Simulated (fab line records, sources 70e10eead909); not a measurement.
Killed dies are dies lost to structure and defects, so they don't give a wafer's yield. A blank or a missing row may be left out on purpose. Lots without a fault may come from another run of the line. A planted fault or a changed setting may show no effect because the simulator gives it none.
fab line records | flow nand_harc
record lots=13 wafers=39 last_day=34
route steps=1302 shown A_WL_FILL@971 A_BONDPAD@1202 THIN_TSV@1268 END@1302
lots that met no fault: from a run of the same line without faults
start_h: hours from the record's first day to the start of the lot's first wafer shown | wait_h: hours since the lot's step before | " the same as in the row above | L1.1+2: a row that stands for several wafers | - no value, or no start given | * or withheld: withheld | < > ~ a bound
route shown NAME@n: a module of which the file shows steps, and the number in the route of the first | usual: mean/standard deviation of fault-free wafers | same: alike in all rows | chamber/n: place in a boat | sites: the reading at each site | _std_site: their standard deviation | _edge_site: outer sites' mean less inner sites' | radius_mm: how far each site lies from the wafer's centre | mask NAME#n: copy n | behind: the tool/chamber that last shaped the wafer | hold: why the lot was held/for how many hours/how that ended | device: the transistor (n, p or np) that didn't switch | end of line: the same wafers' tests at the end of the route | a step without rows: its recipe alone | killed: dies lost to structure and defects at the first sort, not the wafer's yield | map: a wafer's dies, x killed, . not, _ none there
set.NAME: the setting as run; set.NAME@STEP: as run at that earlier step | model.NAME: the simulator's own value behind a step, which no gauge read
steps of the route over a sample of lots; a table a step, a row a wafer
services: from which hour (start_h, from the record's first day; less than 0 if before it) a tool's chamber was out of use, for how many hours, and why
## steps
# step NHARC_A_WL_FILL_CVD_23
# recipe target_thk_a=400 temp_c=620 pressure_mtorr=200 time_s=800 material=poly-Si
# usual zone_power_upper_pct=8.9/0.86
# columns lot.wafer tool chamber start_h wait_h zone_power_upper_pct
L880.2 lpcvd_poly-02 0 494.51 1.4 8.4
L880.4 " 0 " " 8.5
L880.5 " 0 " " 8.4
L884.1 lpcvd_poly-02 0 523.78 0.3 8.6
L884.3 " 0 " " 8.5
L884.4 " 0 " " 8.5
L886.3 lpcvd_poly-02 0 560.34 2.3 8.4
L886.5 " 0 " " 8.4
L886.6 " 0 " " 8.3
L887.1 lpcvd_poly-02 0 560.34 2.3 8.4
L887.4 " 0 " " 8.6
L887.6 " 0 " " 8.4
L888.3 lpcvd_poly-02 0 582.32 2.3 8.4
L888.4 " 0 " " 8.5
L888.6 " 0 " " 8.4
L889.1 lpcvd_poly-04 0 588.38 2.4 10.0
L889.2 " 0 " " 10.2
L889.6 " 0 " " 10.1
L892.1 lpcvd_poly-04 0 598.60 2.4 9.9
L892.5 " 0 " " 9.8
L892.6 " 0 " " 10.1
L894.1 lpcvd_poly-02 0 616.34 2.3 8.6
L894.3 " 0 " " 8.5
L894.6 " 0 " " 8.4
L896.2 lpcvd_poly-02 0 654.69 2.8 8.6
L896.3 " 0 " " 8.5
L896.5 " 0 " " 8.3
L897.2 lpcvd_poly-02 0 654.69 2.9 8.5
L897.3 " 0 " " 8.5
L897.5 " 0 " " 8.5
L899.2 lpcvd_poly-04 0 676.58 2.4 10.0
L899.3 " 0 " " 9.8
L899.5 " 0 " " 10.1
L901.1 lpcvd_poly-04 0 691.17 2.2 10.1
L901.3 " 0 " " 10.0
L901.4 " 0 " " 10.2
L902.1 lpcvd_poly-01 0 730.89 2.4 7.8
L902.4 " 0 " " 7.7
L902.5 " 0 " " 7.7
# step NHARC_A_BONDPAD_DEP_00
# recipe target_thk_a=2500 temp_c=370 target_thk_nm=250 pressure_torr=3 flow_sccm=200 rf_w=450 material=SiCN
# usual heater_power_w=567/55 rf_fwd_power_W=449.1/1.3
# columns lot.wafer tool chamber start_h wait_h heater_power_w rf_fwd_power_W since_wet_clean_h
L880.2 pecvd-03 1 541.27 - 630 451.5 162
L880.4 " 0 " " 561 448.7 -
L880.5 " 2 " " 486 449.7 -
L884.1 pecvd-03 0 575.64 - 510 449.1 15
L884.3 " 2 " " 577 447.9 16
L884.4 " 0 " " 511 449.1 -
L886.3 pecvd-02 0 - - 601 448.3 5
L886.5 " 1 " " 536 448.1 -
L886.6 " 0 " " 629 448.1 -
L887.1 pecvd-03 0 609.59 - 504 451.0 49
L887.6 " 1 " " 575 448.8 -
L887.4 " 2 " " 581 447.0 -
L888.3 pecvd-03 2 630.81 - 518 447.1 71
L888.6 " 2 " " 539 448.2 -
L888.4 " 1 " " 626 449.1 -
L889.1 pecvd-03 2 640.06 - 508 449.8 80
L889.2 " 0 " " 569 447.5 80
L889.6 " 0 " " 587 449.7 -
L892.1 pecvd-03 0 656.38 - 613 449.5 96
L892.5 " 1 " " 495 449.4 -
L892.6 " 2 " " 518 447.2 -
L894.3 pecvd-03 0 671.95 - 590 450.5 112
L894.1 " 1 " " 582 448.6 112
L894.6 " 2 " " 546 450.1 -
L897.2 pecvd-03 1 705.22 - 549 449.3 145
L897.3 " 2 " " 572 450.4 145
L897.5 " 0 " " 525 447.3 -
L896.3 pecvd-03 0 707.14 - 522 450.4 147
L896.2 " 1 " " 597 446.1 147
L896.5 " 1 " " 601 448.9 -
L899.3 pecvd-01 0 726.95 - 604 447.0 41
L899.2 " 1 " " 597 448.1 41
L899.5 " 2 " " 549 448.9 -
L901.1 pecvd-01 2 738.39 - 494 448.1 52
L901.3 " 0 " " 709 449.1 52
L901.4 " 0 " " 568 447.3 -
L902.1 pecvd-03 2 789.61 - 491 448.3 48
L902.4 " 2 " " 491 450.2 -
L902.5 " 0 " " 540 451.9 -
# step NHARC_A_BONDPAD_CMP_29
# recipe target_thk_nm=200 material=SiCN
# usual motor_current_A=12.5/1 slurry_filter_dp_kPa=13.48/0.14
# columns lot.wafer tool chamber start_h wait_h motor_current_A slurry_filter_dp_kPa
L880.4 cmp-03 0 541.65 - 14.0 13.62
L880.2 " 1 " " 11.7 13.49
L880.5 " 0 " " 14.5 13.33
L884.3 cmp-03 3 576.05 - 13.7 13.28
L884.4 " 0 " " 15.1 13.25
L884.1 " 2 " " 11.3 13.46
L886.3 cmp-02 2 609.64 - 11.4 13.42
L886.5 " 1 " " 12.9 13.22
L886.6 " 2 " " 11.3 13.27
L887.4 cmp-01 1 610.00 - 12.0 13.34
L887.1 " 0 " " 12.9 13.52
L887.6 " 1 " " 12.0 13.41
L888.4 cmp-01 2 631.23 - 13.1 13.60
L888.3 " 0 " " 13.1 13.55
L888.6 " 1 " " 12.2 13.56
L889.1 cmp-01 1 640.44 - 12.1 13.41
L889.2 " 2 " " 12.8 13.31
L889.6 " 1 " " 12.6 13.32
L892.1 cmp-01 3 656.70 - 12.7 13.62
L892.5 " 3 " " 13.0 13.43
L892.6 " 0 " " 13.0 13.49
L894.3 cmp-02 2 672.34 - 12.0 13.39
L894.1 " 3 " " 11.1 13.51
L894.6 " 1 " " 13.1 13.42
L897.3 cmp-02 0 705.68 - 13.4 13.56
L897.2 " 1 " " 12.7 13.43
L897.5 " 2 " " 12.0 13.35
L896.2 cmp-02 2 707.50 - 11.3 13.53
L896.3 " 3 " " 10.7 13.56
L896.5 " 2 " " 11.2 13.76
L899.2 cmp-03 1 727.33 - 11.9 13.37
L899.3 " 3 " " 13.8 13.44
L899.5 " 0 " " 14.0 13.57
L901.1 cmp-02 1 738.80 - 13.3 13.56
L901.3 " 2 " " 12.1 13.63
L901.4 " 3 " " 10.3 13.64
L902.4 cmp-02 3 790.03 - 10.4 13.41
L902.1 " 2 " " 11.1 13.58
L902.5 " 3 " " 11.0 13.65
# step NHARC_THIN_TSV_ETCHBACK_48
# recipe target_depth_a=10285 over_etch_frac=0.3 time_s=405.17 ion_energy_ev=250 c4f8_flow_sccm=withheld ar_flow_sccm=withheld rf_w=600 bias_w=300 chemistry=C4F8/Ar
# usual oes_product_au=0.94/0.031 rf_fwd_power_W=599.1/2 rf_vpp_V=546.1/2.4
# columns lot.wafer tool chamber start_h wait_h oes_product_au rf_fwd_power_W rf_hours_counter_h rf_vpp_V
L880.2 rie_diel-02 0 559.48 - 0.91 598.9 8.6 545.5
L880.4 " 1 " " 0.92 593.3 8.1 541.1
L880.5 " 3 " " 0.92 597.3 - 552.0
L884.1 rie_diel-02 1 595.05 - 0.96 599.4 1.0 542.3
L884.4 " 2 " " 0.99 597.6 1.0 550.8
L884.3 " 3 " " 1.01 595.9 1.1 550.2
L887.1 rie_diel-11 1 628.19 0.4 1.02 597.4 0.4 545.8
L887.4 " 0 " " 1.01 600.3 0.6 545.2
L887.6 " 2 " " 1.02 600.1 - 546.5
L886.3 rie_diel-09 3 629.14 - 0.94 595.8 4.6 542.8
L886.5 " 2 " " 0.93 601.4 - 545.0
L886.6 " 3 " " 0.95 597.5 - 545.3
L888.3 rie_diel-02 0 649.34 - 0.91 599.2 4.8 544.5
L888.4 " 1 " " 0.96 598.8 3.5 542.7
L888.6 " 1 " " 0.94 598.4 - 540.9
L889.2 rie_diel-09 1 662.41 - 0.92 603.3 7.5 547.6
L889.1 " 3 " " 0.94 596.9 5.6 543.4
L889.6 " 1 " " 0.93 601.4 - 547.8
L892.1 rie_diel-11 1 672.74 - 0.95 598.6 2.1 545.6
L892.5 " 3 " " 0.92 598.1 - 543.3
L892.6 " 0 " " 0.93 601.3 - 547.0
L894.1 rie_diel-09 3 694.97 - 0.95 598.8 0.6 545.0
L894.3 " 0 " " 0.96 601.6 0.4 545.9
L894.6 " 3 " " 0.96 597.7 - 546.4
L897.2 rie_diel-09 0 723.95 - 0.99 597.3 1.0 547.9
L897.3 " 3 " " 0.99 598.5 1.2 546.6
L897.5 " 1 " " 0.97 600.6 - 549.4
L896.2 rie_diel-02 2 725.16 - 0.94 600.5 8.8 551.2
L896.3 " 0 " " 0.90 597.3 9.5 542.7
L896.5 " 2 " " 0.94 597.1 - 548.8
L899.3 rie_diel-09 0 748.87 - 0.92 600.0 2.1 546.6
L899.2 " 1 " " 0.90 599.6 2.2 548.6
L899.5 " 3 " " 0.93 597.3 - 545.3
L901.3 rie_diel-11 0 758.00 - 1.02 601.2 6.7 547.1
L901.4 " 1 " " 1.01 596.9 6.9 545.4
L901.1 " 3 " " 1.00 598.9 6.5 545.7
L902.1 rie_diel-11 2 808.33 - 0.95 596.9 0.7 546.5
L902.4 " 3 " " 0.94 600.2 0.5 544.8
L902.5 " 2 " " 0.96 597.5 - 547.8
# step NHARC_END_SORT_01
# recipe temp_c=25
# usual killed_at_array=56/17 killed_at_other=1.2/1.4 killed_at_periphery=4/3.2 killed_dies=61/16 killed_open=3.6/2.1 killed_short=2.7/1.8
# same gross_dies=677
# columns lot.wafer tool chamber start_h wait_h killed_at_array killed_at_other killed_at_periphery killed_dies killed_open killed_short
L896.2 prober-02 0 737.96 2.8 135 0 2 137 3 6
L896.3 prober-02 0 738.76 3.1 136 0 2 138 1 2
L896.5 prober-02 0 740.37 3.7 160 0 4 164 4 5
L897.2 prober-01 0 739.22 2.8 159 0 8 167 3 3
L897.3 prober-01 0 740.03 3.1 168 0 2 170 2 1
L897.5 prober-01 0 741.63 3.7 159 0 13 172 0 4
# killed by level:class
L896.2 A_WL_FILL:unspecified=84 A_CHANNEL_HOLE_D2:chamber_film_flake=21 A_CHANNEL_HOLE_D1:chamber_film_flake=7 A_CONTACT:chamber_film_flake=7 A_SLIT:chamber_film_flake=3 A_WL_FILL:chamber_film_flake=2 P_CONTACT:geometric_particle:short=1 A_CHANNEL_HOLE_D1:geometric_particle:short=1
L896.3 A_WL_FILL:unspecified=93 A_CHANNEL_HOLE_D2:chamber_film_flake=21 A_CHANNEL_HOLE_D1:chamber_film_flake=12 A_SLIT:chamber_film_flake=4 P_M0:geometric_particle:open=1 A_DECK1_JOINT:geometric_particle:short=1 A_BLC:geometric_particle:short=1 P_STI:chamber_film_flake=1
L897.2 A_WL_FILL:unspecified=86 A_SLIT:chamber_film_flake=39 A_CHANNEL_HOLE_D1:chamber_film_flake=24 A_BONDPAD:chamber_film_flake=4 P_ZERO_WELL:chamber_film_flake=3 P_BONDPAD:chamber_film_flake=2 P_STI:geometric_particle:short=1 P_M0:geometric_particle:short=1
L897.3 A_WL_FILL:unspecified=84 A_SLIT:chamber_film_flake=37 A_CHANNEL_HOLE_D1:chamber_film_flake=32 A_STAIRCASE:chamber_film_flake=6 A_CONTACT:chamber_film_flake=3 A_ONON_D2:geometric_particle:open=2 A_WL_FILL:chamber_film_flake=2 P_CONTACT:geometric_particle:short=1
L896.5 A_WL_FILL:unspecified=96 A_CHANNEL_HOLE_D2:chamber_film_flake=25 A_CHANNEL_HOLE_D1:chamber_film_flake=13 A_SLIT:chamber_film_flake=8 A_CONTACT:chamber_film_flake=6 P_STI:chamber_film_flake=3 A_ONON_D2:geometric_particle:short=2 A_STAIRCASE:chamber_film_flake=2
L897.5 A_WL_FILL:unspecified=85 A_CHANNEL_HOLE_D1:chamber_film_flake=35 A_SLIT:chamber_film_flake=29 P_BONDPAD:chamber_film_flake=5 P_ZERO_WELL:chamber_film_flake=4 A_STAIRCASE:chamber_film_flake=3 A_WL_FILL:chamber_film_flake=3 P_CONTACT:geometric_particle:short=2
## services
# columns tool chamber start_h hours kind
cmp-01 - 482.01 4.0 pm
rie_diel-09 - 497.11 9.0 pm
rie_diel-09 - 510.04 1.1 repair
cmp-02 - 526.67 4.0 pm
pecvd-03 - 538.67 1.1 repair
pecvd-03 - 547.19 13.0 pm
rie_diel-09 3 551.44 8.5 repair
rie_diel-02 - 570.71 9.0 pm
cmp-01 - 580.01 4.0 pm
cmp-01 - 607.00 1.1 repair
rie_diel-11 - 609.57 9.0 pm
rie_diel-09 2 611.51 2.2 repair
cmp-02 - 624.67 4.0 pm
rie_diel-02 1 637.50 6.2 repair
rie_diel-09 2 637.55 8.7 repair
cmp-02 - 642.54 0.6 repair
cmp-01 - 670.33 4.1 repair
rie_diel-09 - 674.18 9.0 pm
cmp-02 - 700.06 2.0 repair
cmp-02 - 722.67 4.0 pm
pecvd-03 - 728.46 13.0 pm
rie_diel-09 2 779.29 12.6 repair
cmp-02 - 792.10 3.4 repair
lpcvd_poly-02 - 793.47 2.4 repair
## key
first_sign step=NHARC_END_SORT_01 reading=killed_at_array direction=up sigmas=5.9 usual=56 struck=153
effect step=NHARC_END_SORT_01 reading=killed_dies direction=up sigmas=5.9 usual=61 struck=158
more_kills_born_at NHARC_A_WL_FILL_CVD_23@lpcvd_poly-02=528
met_at NHARC_A_WL_FILL_CVD_23
struck_lots L896,L897
tester_left_out L896,L897
not_acting_at NHARC_A_BONDPAD_DEP_00,NHARC_A_BONDPAD_CMP_29,NHARC_THIN_TSV_ETCHBACK_48
onset_between 616.34 654.69
fault kind=chamber_particle_source tool=lpcvd_poly-02 chamber=- onset_h=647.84 steps=NHARC_A_WL_FILL_CVD_23 rate_per_visit_cm2=1.0114 end_h=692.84
# tester_left_out: of these lots the tester's yield and bins aren't shown, on N5 and GAA mostly nor the transistor test; their killed dies are dies lost to structure and defects alone, not to doping, threshold or leakage, so they don't give the yield
